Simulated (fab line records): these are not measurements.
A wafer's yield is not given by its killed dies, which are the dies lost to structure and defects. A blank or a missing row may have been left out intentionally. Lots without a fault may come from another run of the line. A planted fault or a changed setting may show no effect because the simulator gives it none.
fab line records / flow nand-harc
record lots=6 wafers=18 last-day=33
route steps=1302 shown A_WL_FILL@982 A_CONTACT@983 END@1302
lots that met no fault: from a run of the same line without faults
start-h: hours from the record's opening day to when the first of the lot's shown wafers began / wait-h: time in hours since the lot's previous step / " the same as in the row above / L1.1+2: a single row standing in for several wafers / - either no value or no given start / * or withheld: withheld / < > ~ a bound
route shown NAME@n: NAME is a module with steps in the file, n the number in the route of the first one / usual: mean and standard deviation over wafers with no fault / same: alike in all rows / chamber/n: place in a boat / sites: per-site readings / _std_site: standard deviation of those values / _edge_site: inner sites' mean taken away from outer sites' mean / radius-mm: for every site, how far away it sits from the centre of the wafer / mask NAME#n: copy n / behind: tool/chamber where the wafer was last shaped / hold: cause of the lot's hold/its duration in hours/its outcome / device: the transistor (n, p or np) that didn't switch / end of line: tests run on the same wafers once the route is complete / step lacking rows: just its recipe / killed: count of dies lost to structure and defects at first sort (not the wafer's yield) / map: the dies of a wafer, with x for killed, . for not killed, _ for no die there
set.NAME: the setting the step ran with; set.NAME@STEP: the setting that earlier step ran with / model.NAME: the simulator's own value behind a step, which no gauge read
a table for each step, a row for each wafer; lots at some steps of the route
services: from which hour (start-h, from the record's first day; less than 0 if before it) a tool's chamber was out of use, for how many hours, and why
## steps
# step NHARC_A_WL_FILL_INSPECT_15
# usual raw-defect-count=497/140
lot.wafer=L205.4 tool=defect-inspect-01 chamber=- start-h=520.66 wait-h=0.0 raw-defect-count=388
lot.wafer=L205.5 tool=defect-inspect-01 chamber=- start-h=520.66 wait-h=0.0 raw-defect-count=589
lot.wafer=L205.6 tool=defect-inspect-01 chamber=- start-h=520.66 wait-h=0.0 raw-defect-count=944
lot.wafer=L212.2 tool=defect-inspect-02 chamber=- start-h=603.06 wait-h=0.0 raw-defect-count=398
lot.wafer=L212.3 tool=defect-inspect-02 chamber=- start-h=603.06 wait-h=0.0 raw-defect-count=398
lot.wafer=L212.5 tool=defect-inspect-02 chamber=- start-h=603.06 wait-h=0.0 raw-defect-count=409
lot.wafer=L216.1 tool=defect-inspect-02 chamber=- start-h=630.80 wait-h=0.0 raw-defect-count=331
lot.wafer=L216.2 tool=defect-inspect-02 chamber=- start-h=630.80 wait-h=0.0 raw-defect-count=455
lot.wafer=L216.4 tool=defect-inspect-02 chamber=- start-h=630.80 wait-h=0.0 raw-defect-count=406
lot.wafer=L220.2 tool=defect-inspect-01 chamber=- start-h=653.85 wait-h=0.0 raw-defect-count=392
lot.wafer=L220.3 tool=defect-inspect-01 chamber=- start-h=653.85 wait-h=0.0 raw-defect-count=432
lot.wafer=L220.5 tool=defect-inspect-01 chamber=- start-h=653.85 wait-h=0.0 raw-defect-count=619
lot.wafer=L219.4 tool=defect-inspect-01 chamber=- start-h=674.22 wait-h=0.0 raw-defect-count=427
lot.wafer=L219.5 tool=defect-inspect-01 chamber=- start-h=674.22 wait-h=0.0 raw-defect-count=493
lot.wafer=L219.6 tool=defect-inspect-01 chamber=- start-h=674.22 wait-h=0.0 raw-defect-count=417
lot.wafer=L224.2 tool=defect-inspect-02 chamber=- start-h=707.21 wait-h=0.0 raw-defect-count=616
lot.wafer=L224.3 tool=defect-inspect-02 chamber=- start-h=707.21 wait-h=0.0 raw-defect-count=332
lot.wafer=L224.5 tool=defect-inspect-02 chamber=- start-h=707.21 wait-h=0.0 raw-defect-count=797
# step NHARC_A_CONTACT_DEP_24
# recipe target-thk-a=5000 temp-c=400 pressure-torr=6.5 rf-w=900 teos-flow-sccm=161.4 flow-sccm=2650 target-thk-nm=500 gas=O2 material=SiO2
# usual heater-power-w=548/80 susceptor-temp-C=400.01/0.25 throttle-valve-pct=15.7/0.39
lot.wafer=L205.6 tool=pecvd-04 chamber=2 start-h=520.92 wait-h=0.3 heater-power-w=487 susceptor-temp-C=399.68 throttle-valve-pct=15.5
lot.wafer=L205.4 tool=pecvd-04 chamber=0 start-h=520.92 wait-h=0.3 heater-power-w=513 susceptor-temp-C=400.06 throttle-valve-pct=15.7
lot.wafer=L205.5 tool=pecvd-04 chamber=1 start-h=520.92 wait-h=0.3 heater-power-w=691 susceptor-temp-C=400.55 throttle-valve-pct=15.4
lot.wafer=L212.2 tool=pecvd-03 chamber=2 start-h=603.19 wait-h=0.1 heater-power-w=530 susceptor-temp-C=400.15 throttle-valve-pct=15.6
lot.wafer=L212.3 tool=pecvd-03 chamber=0 start-h=603.19 wait-h=0.1 heater-power-w=432 susceptor-temp-C=399.63 throttle-valve-pct=15.3
lot.wafer=L212.5 tool=pecvd-03 chamber=0 start-h=603.19 wait-h=0.1 heater-power-w=464 susceptor-temp-C=399.54 throttle-valve-pct=15.4
lot.wafer=L216.2 tool=pecvd-03 chamber=1 start-h=630.86 wait-h=0.1 heater-power-w=511 susceptor-temp-C=400.09 throttle-valve-pct=16.0
lot.wafer=L216.1 tool=pecvd-03 chamber=2 start-h=630.86 wait-h=0.1 heater-power-w=638 susceptor-temp-C=399.79 throttle-valve-pct=15.5
lot.wafer=L216.4 tool=pecvd-03 chamber=0 start-h=630.86 wait-h=0.1 heater-power-w=398 susceptor-temp-C=399.98 throttle-valve-pct=15.2
lot.wafer=L220.3 tool=pecvd-03 chamber=0 start-h=654.07 wait-h=0.2 heater-power-w=486 susceptor-temp-C=400.34 throttle-valve-pct=15.5
lot.wafer=L220.2 tool=pecvd-03 chamber=2 start-h=654.07 wait-h=0.2 heater-power-w=615 susceptor-temp-C=399.91 throttle-valve-pct=15.6
lot.wafer=L220.5 tool=pecvd-03 chamber=2 start-h=654.07 wait-h=0.2 heater-power-w=643 susceptor-temp-C=399.88 throttle-valve-pct=15.7
lot.wafer=L219.5 tool=pecvd-02 chamber=2 start-h=674.47 wait-h=0.3 heater-power-w=681 susceptor-temp-C=399.87 throttle-valve-pct=15.4
lot.wafer=L219.6 tool=pecvd-02 chamber=0 start-h=674.47 wait-h=0.3 heater-power-w=502 susceptor-temp-C=399.85 throttle-valve-pct=15.7
lot.wafer=L219.4 tool=pecvd-02 chamber=1 start-h=674.47 wait-h=0.3 heater-power-w=567 susceptor-temp-C=400.06 throttle-valve-pct=16.3
lot.wafer=L224.3 tool=pecvd-03 chamber=2 start-h=707.28 wait-h=0.1 heater-power-w=607 susceptor-temp-C=399.93 throttle-valve-pct=15.9
lot.wafer=L224.2 tool=pecvd-03 chamber=0 start-h=707.28 wait-h=0.1 heater-power-w=484 susceptor-temp-C=399.62 throttle-valve-pct=15.7
lot.wafer=L224.5 tool=pecvd-03 chamber=0 start-h=707.28 wait-h=0.1 heater-power-w=503 susceptor-temp-C=399.84 throttle-valve-pct=15.6
# step NHARC_A_CONTACT_DEP_28
# recipe target-thk-a=70000 temp-c=400 material=aC
# usual susceptor-temp-C=399.97/0.21 throttle-valve-pct=35.000/0.0096
lot.wafer=L205.4 tool=acl-dep-02 chamber=0 start-h=524.58 wait-h=3.3 susceptor-temp-C=399.84 throttle-valve-pct=34.999
lot.wafer=L205.5 tool=acl-dep-02 chamber=0 start-h=524.58 wait-h=3.3 susceptor-temp-C=399.94 throttle-valve-pct=35.010
lot.wafer=L205.6 tool=acl-dep-02 chamber=0 start-h=524.58 wait-h=3.3 susceptor-temp-C=400.34 throttle-valve-pct=34.998
lot.wafer=L212.2 tool=acl-dep-01 chamber=0 start-h=604.44 wait-h=0.8 susceptor-temp-C=400.30 throttle-valve-pct=34.998
lot.wafer=L212.3 tool=acl-dep-01 chamber=0 start-h=604.44 wait-h=0.8 susceptor-temp-C=399.92 throttle-valve-pct=35.006
lot.wafer=L212.5 tool=acl-dep-01 chamber=0 start-h=606.58 wait-h=2.9 susceptor-temp-C=400.06 throttle-valve-pct=34.992
lot.wafer=L216.1 tool=acl-dep-01 chamber=0 start-h=631.46 wait-h=0.1 susceptor-temp-C=- throttle-valve-pct=35.000
lot.wafer=L216.2 tool=acl-dep-01 chamber=0 start-h=631.46 wait-h=0.1 susceptor-temp-C=- throttle-valve-pct=34.998
lot.wafer=L216.4 tool=acl-dep-01 chamber=0 start-h=633.56 wait-h=2.2 susceptor-temp-C=- throttle-valve-pct=34.999
lot.wafer=L220.2 tool=acl-dep-03 chamber=0 start-h=658.80 wait-h=4.2 susceptor-temp-C=- throttle-valve-pct=35.014
lot.wafer=L220.3 tool=acl-dep-03 chamber=0 start-h=658.80 wait-h=4.2 susceptor-temp-C=- throttle-valve-pct=34.996
lot.wafer=L220.5 tool=acl-dep-03 chamber=0 start-h=660.89 wait-h=6.3 susceptor-temp-C=- throttle-valve-pct=34.986
lot.wafer=L219.4 tool=acl-dep-01 chamber=0 start-h=681.01 wait-h=6.2 susceptor-temp-C=400.06 throttle-valve-pct=35.006
lot.wafer=L219.5 tool=acl-dep-01 chamber=0 start-h=681.01 wait-h=6.2 susceptor-temp-C=399.89 throttle-valve-pct=34.998
lot.wafer=L219.6 tool=acl-dep-01 chamber=0 start-h=681.01 wait-h=6.2 susceptor-temp-C=399.78 throttle-valve-pct=34.993
lot.wafer=L224.2 tool=acl-dep-03 chamber=0 start-h=710.22 wait-h=2.4 susceptor-temp-C=400.11 throttle-valve-pct=34.996
lot.wafer=L224.3 tool=acl-dep-03 chamber=0 start-h=710.22 wait-h=2.4 susceptor-temp-C=399.91 throttle-valve-pct=35.007
lot.wafer=L224.5 tool=acl-dep-03 chamber=0 start-h=712.37 wait-h=4.5 susceptor-temp-C=399.47 throttle-valve-pct=35.003
# step NHARC_A_CONTACT_DEP_29
# recipe target-thk-a=1000 target-thk-nm=100 temp-c=400 pressure-torr=3.5 flow-sccm=200 rf-w=350 material=SiON
# usual heater-power-w=744/85 susceptor-temp-C=399.98/0.24
lot.wafer=L205.4 tool=pecvd-02 chamber=0 start-h=526.86 wait-h=1.6 heater-power-w=660 susceptor-temp-C=399.76
lot.wafer=L205.5 tool=pecvd-02 chamber=1 start-h=526.86 wait-h=1.6 heater-power-w=752 susceptor-temp-C=400.13
lot.wafer=L205.6 tool=pecvd-02 chamber=2 start-h=526.86 wait-h=1.6 heater-power-w=772 susceptor-temp-C=399.95
lot.wafer=L212.3 tool=pecvd-03 chamber=0 start-h=608.06 wait-h=2.2 heater-power-w=724 susceptor-temp-C=400.42
lot.wafer=L212.2 tool=pecvd-03 chamber=1 start-h=608.06 wait-h=2.2 heater-power-w=577 susceptor-temp-C=400.03
lot.wafer=L212.5 tool=pecvd-03 chamber=1 start-h=608.06 wait-h=2.2 heater-power-w=600 susceptor-temp-C=399.73
lot.wafer=L216.1 tool=pecvd-03 chamber=0 start-h=635.68 wait-h=3.5 heater-power-w=688 susceptor-temp-C=399.63
lot.wafer=L216.2 tool=pecvd-03 chamber=1 start-h=635.68 wait-h=3.5 heater-power-w=596 susceptor-temp-C=400.21
lot.wafer=L216.4 tool=pecvd-03 chamber=0 start-h=635.68 wait-h=3.5 heater-power-w=712 susceptor-temp-C=399.78
lot.wafer=L220.2 tool=pecvd-02 chamber=2 start-h=662.33 wait-h=2.8 heater-power-w=817 susceptor-temp-C=400.00
lot.wafer=L220.3 tool=pecvd-02 chamber=0 start-h=662.33 wait-h=2.8 heater-power-w=711 susceptor-temp-C=399.63
lot.wafer=L220.5 tool=pecvd-02 chamber=0 start-h=662.33 wait-h=2.8 heater-power-w=577 susceptor-temp-C=400.25
lot.wafer=L219.5 tool=pecvd-04 chamber=2 start-h=683.27 wait-h=0.8 heater-power-w=736 susceptor-temp-C=400.33
lot.wafer=L219.6 tool=pecvd-04 chamber=0 start-h=683.27 wait-h=0.8 heater-power-w=767 susceptor-temp-C=400.09
lot.wafer=L219.4 tool=pecvd-04 chamber=1 start-h=683.27 wait-h=0.8 heater-power-w=845 susceptor-temp-C=399.86
lot.wafer=L224.2 tool=pecvd-02 chamber=1 start-h=713.82 wait-h=2.9 heater-power-w=736 susceptor-temp-C=400.14
lot.wafer=L224.3 tool=pecvd-02 chamber=2 start-h=713.82 wait-h=2.9 heater-power-w=818 susceptor-temp-C=400.00
lot.wafer=L224.5 tool=pecvd-02 chamber=2 start-h=713.82 wait-h=2.9 heater-power-w=817 susceptor-temp-C=399.88
# step NHARC_A_CONTACT_DEHYDRATE_32
# recipe temp-c=150 time-s=120
# step NHARC_A_CONTACT_HMDS_33
# recipe time-s=30
# step NHARC_A_CONTACT_COAT_34
# recipe temp-c=260 time-s=75
# step NHARC_A_CONTACT_COAT_35
# recipe temp-c=225 time-s=65
# step NHARC_A_CONTACT_COAT_36
# recipe spin-rpm=1500 resist-thk-nm=90
# step NHARC_A_CONTACT_SOFTBAKE_37
# recipe temp-c=105 time-s=55
# step NHARC_A_CONTACT_EBR_38
# step NHARC_A_CONTACT_EXPOSE_39
# recipe na=1.35 sigma-outer=0.8 dose-mj=58.79 mask-id=A_CC_3
# usual exposure-dose-mJ-cm2=58.79/0.054 focus-offset-nm=-0.1/0.6
# same sigma-outer=0.8
lot.wafer=L205.4 tool=arfi-scanner-03 chamber=0 start-h=527.24 wait-h=- mask=A_CC_3#0 exposure-dose-mJ-cm2=58.87 focus-offset-nm=-1.5
lot.wafer=L205.5 tool=arfi-scanner-03 chamber=0 start-h=527.24 wait-h=- mask=A_CC_3#0 exposure-dose-mJ-cm2=58.88 focus-offset-nm=0.0
lot.wafer=L205.6 tool=arfi-scanner-03 chamber=0 start-h=527.24 wait-h=- mask=A_CC_3#0 exposure-dose-mJ-cm2=58.87 focus-offset-nm=-1.1
lot.wafer=L212.2 tool=arfi-scanner-03 chamber=0 start-h=608.49 wait-h=- mask=A_CC_3#0 exposure-dose-mJ-cm2=58.81 focus-offset-nm=-0.8
lot.wafer=L212.3 tool=arfi-scanner-03 chamber=0 start-h=608.49 wait-h=- mask=A_CC_3#0 exposure-dose-mJ-cm2=58.82 focus-offset-nm=-0.4
lot.wafer=L212.5 tool=arfi-scanner-03 chamber=0 start-h=608.49 wait-h=- mask=A_CC_3#0 exposure-dose-mJ-cm2=58.87 focus-offset-nm=-0.4
lot.wafer=L216.1 tool=arfi-scanner-03 chamber=0 start-h=636.26 wait-h=- mask=A_CC_3#0 exposure-dose-mJ-cm2=79.79 focus-offset-nm=0.8
lot.wafer=L216.2 tool=arfi-scanner-03 chamber=0 start-h=636.26 wait-h=- mask=A_CC_3#0 exposure-dose-mJ-cm2=79.81 focus-offset-nm=0.6
lot.wafer=L216.4 tool=arfi-scanner-03 chamber=0 start-h=636.26 wait-h=- mask=A_CC_3#0 exposure-dose-mJ-cm2=79.79 focus-offset-nm=0.7
lot.wafer=L220.2 tool=arfi-scanner-03 chamber=0 start-h=662.89 wait-h=- mask=A_CC_3#0 exposure-dose-mJ-cm2=75.61 focus-offset-nm=-0.6
lot.wafer=L220.3 tool=arfi-scanner-03 chamber=0 start-h=662.89 wait-h=- mask=A_CC_3#0 exposure-dose-mJ-cm2=75.59 focus-offset-nm=-0.1
lot.wafer=L220.5 tool=arfi-scanner-03 chamber=0 start-h=662.89 wait-h=- mask=A_CC_3#0 exposure-dose-mJ-cm2=75.56 focus-offset-nm=0.5
lot.wafer=L219.4 tool=arfi-scanner-02 chamber=0 start-h=683.78 wait-h=- mask=A_CC_3#0 exposure-dose-mJ-cm2=58.66 focus-offset-nm=0.0
lot.wafer=L219.5 tool=arfi-scanner-02 chamber=0 start-h=683.78 wait-h=- mask=A_CC_3#0 exposure-dose-mJ-cm2=58.73 focus-offset-nm=0.3
lot.wafer=L219.6 tool=arfi-scanner-02 chamber=0 start-h=683.78 wait-h=- mask=A_CC_3#0 exposure-dose-mJ-cm2=58.76 focus-offset-nm=-0.3
lot.wafer=L224.2 tool=arfi-scanner-02 chamber=0 start-h=714.28 wait-h=- mask=A_CC_3#0 exposure-dose-mJ-cm2=58.84 focus-offset-nm=-0.4
lot.wafer=L224.3 tool=arfi-scanner-02 chamber=0 start-h=714.28 wait-h=- mask=A_CC_3#0 exposure-dose-mJ-cm2=58.86 focus-offset-nm=-0.7
lot.wafer=L224.5 tool=arfi-scanner-02 chamber=0 start-h=714.28 wait-h=- mask=A_CC_3#0 exposure-dose-mJ-cm2=58.82 focus-offset-nm=-0.3
# step NHARC_A_CONTACT_PEB_40
# recipe peb-temp-c=100 peb-time-s=65
# step NHARC_A_CONTACT_DEVELOP_41
# recipe develop-time-s=35 dev-temp-c=23
# step NHARC_A_CONTACT_CD_MEAS_42
# recipe target-cd-nm=300 landing-energy-ev=500
# usual cd-nm=299.9/0.59
lot.wafer=L205.4 tool=cd-sem-03 chamber=0 start-h=527.38 wait-h=- cd-nm=299.9
lot.wafer=L205.5 tool=cd-sem-03 chamber=0 start-h=527.38 wait-h=- cd-nm=299.3
lot.wafer=L205.6 tool=cd-sem-03 chamber=0 start-h=527.38 wait-h=- cd-nm=299.7
lot.wafer=L212.2 tool=cd-sem-01 chamber=0 start-h=608.62 wait-h=- cd-nm=299.4
lot.wafer=L212.3 tool=cd-sem-01 chamber=0 start-h=608.62 wait-h=- cd-nm=299.8
lot.wafer=L212.5 tool=cd-sem-01 chamber=0 start-h=608.62 wait-h=- cd-nm=299.6
lot.wafer=L216.1 tool=cd-sem-03 chamber=0 start-h=636.40 wait-h=- cd-nm=317.5
lot.wafer=L216.2 tool=cd-sem-03 chamber=0 start-h=636.40 wait-h=- cd-nm=316.3
lot.wafer=L216.4 tool=cd-sem-03 chamber=0 start-h=636.40 wait-h=- cd-nm=315.7
lot.wafer=L220.2 tool=cd-sem-02 chamber=0 start-h=663.03 wait-h=- cd-nm=313.3
lot.wafer=L220.3 tool=cd-sem-02 chamber=0 start-h=663.03 wait-h=- cd-nm=313.3
lot.wafer=L220.5 tool=cd-sem-02 chamber=0 start-h=663.03 wait-h=- cd-nm=313.9
lot.wafer=L219.4 tool=cd-sem-01 chamber=0 start-h=683.91 wait-h=- cd-nm=299.6
lot.wafer=L219.5 tool=cd-sem-01 chamber=0 start-h=683.91 wait-h=- cd-nm=299.8
lot.wafer=L219.6 tool=cd-sem-01 chamber=0 start-h=683.91 wait-h=- cd-nm=299.6
lot.wafer=L224.2 tool=cd-sem-03 chamber=0 start-h=714.42 wait-h=- cd-nm=301.5
lot.wafer=L224.3 tool=cd-sem-03 chamber=0 start-h=714.42 wait-h=- cd-nm=301.7
lot.wafer=L224.5 tool=cd-sem-03 chamber=0 start-h=714.42 wait-h=- cd-nm=300.9
# step NHARC_A_CONTACT_OVL_MEAS_43
# usual overlay-x-nm=-0.1/0.83 overlay-y-nm=-0.2/0.77
lot.wafer=L205.4 tool=overlay-02 chamber=- start-h=527.46 wait-h=- overlay-x-nm=0.3 overlay-y-nm=-0.1
lot.wafer=L205.5 tool=overlay-02 chamber=- start-h=527.46 wait-h=- overlay-x-nm=0.5 overlay-y-nm=0.0
lot.wafer=L205.6 tool=overlay-02 chamber=- start-h=527.46 wait-h=- overlay-x-nm=0.6 overlay-y-nm=-0.2
lot.wafer=L212.2 tool=overlay-01 chamber=- start-h=608.71 wait-h=- overlay-x-nm=-1.5 overlay-y-nm=0.4
lot.wafer=L212.3 tool=overlay-01 chamber=- start-h=608.71 wait-h=- overlay-x-nm=-1.6 overlay-y-nm=0.6
lot.wafer=L212.5 tool=overlay-01 chamber=- start-h=608.71 wait-h=- overlay-x-nm=-1.5 overlay-y-nm=0.6
lot.wafer=L216.1 tool=overlay-02 chamber=- start-h=636.49 wait-h=- overlay-x-nm=-1.6 overlay-y-nm=-0.6
lot.wafer=L216.2 tool=overlay-02 chamber=- start-h=636.49 wait-h=- overlay-x-nm=-1.1 overlay-y-nm=-0.8
lot.wafer=L216.4 tool=overlay-02 chamber=- start-h=636.49 wait-h=- overlay-x-nm=-1.1 overlay-y-nm=-0.9
lot.wafer=L220.2 tool=overlay-01 chamber=- start-h=663.11 wait-h=- overlay-x-nm=0.0 overlay-y-nm=-0.1
lot.wafer=L220.3 tool=overlay-01 chamber=- start-h=663.11 wait-h=- overlay-x-nm=0.0 overlay-y-nm=-1.0
lot.wafer=L220.5 tool=overlay-01 chamber=- start-h=663.11 wait-h=- overlay-x-nm=0.1 overlay-y-nm=-0.6
lot.wafer=L219.4 tool=overlay-02 chamber=- start-h=683.99 wait-h=- overlay-x-nm=-0.1 overlay-y-nm=0.4
lot.wafer=L219.5 tool=overlay-02 chamber=- start-h=683.99 wait-h=- overlay-x-nm=-0.6 overlay-y-nm=0.1
lot.wafer=L219.6 tool=overlay-02 chamber=- start-h=683.99 wait-h=- overlay-x-nm=0.2 overlay-y-nm=0.6
lot.wafer=L224.2 tool=overlay-02 chamber=- start-h=714.50 wait-h=- overlay-x-nm=-0.6 overlay-y-nm=-0.6
lot.wafer=L224.3 tool=overlay-02 chamber=- start-h=714.50 wait-h=- overlay-x-nm=-0.7 overlay-y-nm=0.5
lot.wafer=L224.5 tool=overlay-02 chamber=- start-h=714.50 wait-h=- overlay-x-nm=-0.5 overlay-y-nm=0.2
# step NHARC_END_SORT_01
# recipe temp-c=25
# usual killed-at-array=57/20 killed-at-other=1.3/1.4 killed-at-periphery=3.4/2.4 killed-dies=61/19 killed-open=2.9/1.8 killed-short=2.5/1.6
# same gross-dies=677
lot.wafer=L212.2 tool=prober-01 chamber=0 start-h=680.70 wait-h=2.8 killed-at-array=59 killed-at-other=0 killed-at-periphery=2 killed-dies=61 killed-open=5 killed-short=1
lot.wafer=L212.3 tool=prober-01 chamber=0 start-h=681.49 wait-h=3.1 killed-at-array=60 killed-at-other=0 killed-at-periphery=6 killed-dies=66 killed-open=4 killed-short=1
lot.wafer=L212.5 tool=prober-01 chamber=0 start-h=683.08 wait-h=3.7 killed-at-array=74 killed-at-other=0 killed-at-periphery=2 killed-dies=76 killed-open=1 killed-short=2
lot.wafer=L216.1 tool=prober-01 chamber=0 start-h=705.14 wait-h=2.4 killed-at-array=62 killed-at-other=0 killed-at-periphery=0 killed-dies=62 killed-open=1 killed-short=0
lot.wafer=L216.2 tool=prober-01 chamber=0 start-h=705.95 wait-h=2.8 killed-at-array=59 killed-at-other=1 killed-at-periphery=4 killed-dies=64 killed-open=0 killed-short=3
lot.wafer=L220.2 tool=prober-01 chamber=0 start-h=735.19 wait-h=2.8 killed-at-array=41 killed-at-other=2 killed-at-periphery=4 killed-dies=47 killed-open=1 killed-short=5
lot.wafer=L220.3 tool=prober-01 chamber=0 start-h=735.98 wait-h=3.1 killed-at-array=33 killed-at-other=2 killed-at-periphery=6 killed-dies=41 killed-open=3 killed-short=2
lot.wafer=L220.5 tool=prober-01 chamber=0 start-h=737.55 wait-h=3.6 killed-at-array=48 killed-at-other=1 killed-at-periphery=3 killed-dies=52 killed-open=6 killed-short=6
# killed by level:class
L212.2 A_CHANNEL_HOLE_D1:chamber-film-flake=30 A_CHANNEL_HOLE_D2:chamber-film-flake=13 A_CONTACT:chamber-film-flake=7 A_WL_FILL:geometric-particle:open=2 A_ZERO_WELL:chamber-film-flake=2 P_CONTACT:geometric-particle:open=1 A_CHANNEL_FILL_D2:geometric-particle:open=1 A_WL_FILL:geometric-particle:short=1
L212.3 A_CHANNEL_HOLE_D1:chamber-film-flake=27 A_CHANNEL_HOLE_D2:chamber-film-flake=18 A_CONTACT:chamber-film-flake=5 A_STAIRCASE:chamber-film-flake=4 P_ZERO_WELL:chamber-film-flake=3 A_M1:chamber-film-flake=3 P_GATE:geometric-particle:open=1 P_CONTACT:geometric-particle:open=1
L212.5 A_CHANNEL_HOLE_D1:chamber-film-flake=40 A_CHANNEL_HOLE_D2:chamber-film-flake=17 A_CONTACT:chamber-film-flake=7 A_SLIT:chamber-film-flake=5 A_CHANNEL_FILL_D1:geometric-particle:short=1 A_CHANNEL_FILL_D1:geometric-particle:open=1 A_M0:geometric-particle:short=1 P_ZERO_WELL:chamber-film-flake=1
L216.1 A_CHANNEL_HOLE_D1:chamber-film-flake=39 A_CHANNEL_HOLE_D2:chamber-film-flake=15 A_STAIRCASE:chamber-film-flake=3 A_DECK1_JOINT:chamber-film-flake=2 A_SLIT:chamber-film-flake=2 A_SGD_CUT:geometric-particle:open=1
L216.2 A_CHANNEL_HOLE_D1:chamber-film-flake=27 A_CHANNEL_HOLE_D2:chamber-film-flake=22 A_STAIRCASE:chamber-film-flake=3 P_M0:chamber-film-flake=2 A_SLIT:chamber-film-flake=2 A_CHANNEL_FILL_D1:geometric-particle:short=1 A_STAIRCASE:geometric-particle:short=1 P_STI:chamber-film-flake=1
L220.2 A_CHANNEL_HOLE_D2:chamber-film-flake=21 A_CHANNEL_HOLE_D1:chamber-film-flake=11 A_SLIT:chamber-film-flake=3 A_DECK1_JOINT:geometric-particle:short=2 THIN_TSV:chamber-film-flake=2 P_M0:geometric-particle:short=1 P_M2:geometric-particle:short=1 A_ONON_D2:geometric-particle:open=1
L220.3 A_CHANNEL_HOLE_D2:chamber-film-flake=19 A_CHANNEL_HOLE_D1:chamber-film-flake=9 P_CONTACT:geometric-particle:open=2 P_M2:chamber-film-flake=2 A_SLIT:chamber-film-flake=2 P_STI:geometric-particle:open=1 A_WL_FILL:geometric-particle:short=1 P_STI:chamber-film-flake=1
L220.5 A_CHANNEL_HOLE_D2:chamber-film-flake=25 A_SLIT:chamber-film-flake=5 A_CHANNEL_HOLE_D1:chamber-film-flake=5 A_ONON_D1:geometric-particle:short=4 A_DECK1_JOINT:chamber-film-flake=2 P_CONTACT:geometric-particle:open=1 A_ONON_D1:geometric-particle:open=1 A_CHANNEL_HOLE_D1:geometric-particle:short=1
## services
tool=arfi-scanner-03 chamber=- start-h=500.38 hours=0.2 kind=repair
tool=arfi-scanner-03 chamber=- start-h=510.09 hours=0.2 kind=repair
tool=arfi-scanner-03 chamber=- start-h=540.00 hours=4.0 kind=pm
tool=pecvd-03 chamber=- start-h=547.04 hours=13.0 kind=pm
tool=pecvd-03 chamber=0 start-h=547.04 hours=13.0 kind=vent-cycle
tool=pecvd-03 chamber=1 start-h=547.04 hours=13.0 kind=vent-cycle
tool=pecvd-03 chamber=2 start-h=547.04 hours=13.0 kind=vent-cycle
tool=acl-dep-01 chamber=- start-h=557.67 hours=13.0 kind=pm
tool=pecvd-03 chamber=0 start-h=560.04 hours=- kind=clean
tool=pecvd-03 chamber=1 start-h=560.04 hours=- kind=clean
tool=pecvd-03 chamber=2 start-h=560.04 hours=- kind=clean
tool=pecvd-04 chamber=- start-h=562.61 hours=0.5 kind=repair
tool=arfi-scanner-02 chamber=- start-h=566.78 hours=2.5 kind=repair
tool=arfi-scanner-03 chamber=- start-h=577.89 hours=0.9 kind=repair
tool=pecvd-02 chamber=- start-h=589.55 hours=13.0 kind=pm
tool=pecvd-02 chamber=0 start-h=589.55 hours=13.0 kind=vent-cycle
tool=pecvd-02 chamber=1 start-h=589.55 hours=13.0 kind=vent-cycle
tool=acl-dep-02 chamber=- start-h=607.03 hours=13.0 kind=pm
tool=pecvd-04 chamber=- start-h=631.26 hours=13.0 kind=pm
tool=arfi-scanner-02 chamber=- start-h=656.00 hours=4.0 kind=pm
tool=pecvd-03 chamber=- start-h=656.17 hours=0.4 kind=repair
tool=pecvd-04 chamber=- start-h=659.93 hours=0.5 kind=repair
tool=acl-dep-03 chamber=- start-h=665.31 hours=13.0 kind=pm
tool=arfi-scanner-03 chamber=- start-h=712.00 hours=4.0 kind=pm
## key
first-sign step=NHARC_A_CONTACT_EXPOSE_39 reading=exposure-dose-mJ-cm2 direction=up sigmas=99+ usual=58.79 struck=77.69
effect step=NHARC_A_CONTACT_CD_MEAS_42 reading=cd-nm direction=up sigmas=26 usual=299.9 struck=315.0 through=control-loop
met-at NHARC_A_CONTACT_EXPOSE_39
struck-wafers L216.1,L216.2,L216.4,L220.2,L220.3,L220.5
tester-left-out L216,L220
loop-trim step=NHARC_A_CONTACT_EXPOSE_39 setting=dose lots=L220
onset-between 608.49 636.26
fault kind=process-parameter-drift tool=arfi-scanner-03 chamber=- onset-h=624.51 steps=NHARC_A_CONTACT_EXPOSE_39 channel=dose-mj offset=20.983 shape=step acts-in=these-recipes-only stated=58.79
# tester-left-out: of these lots the tester's yield and bins aren't shown, on N5 and GAA mostly nor the transistor test; their killed dies are dies lost to structure and defects alone, not to doping, threshold or leakage, so they don't give the yield
# loop-trim: a control loop set the setting to another value than it would have without faults
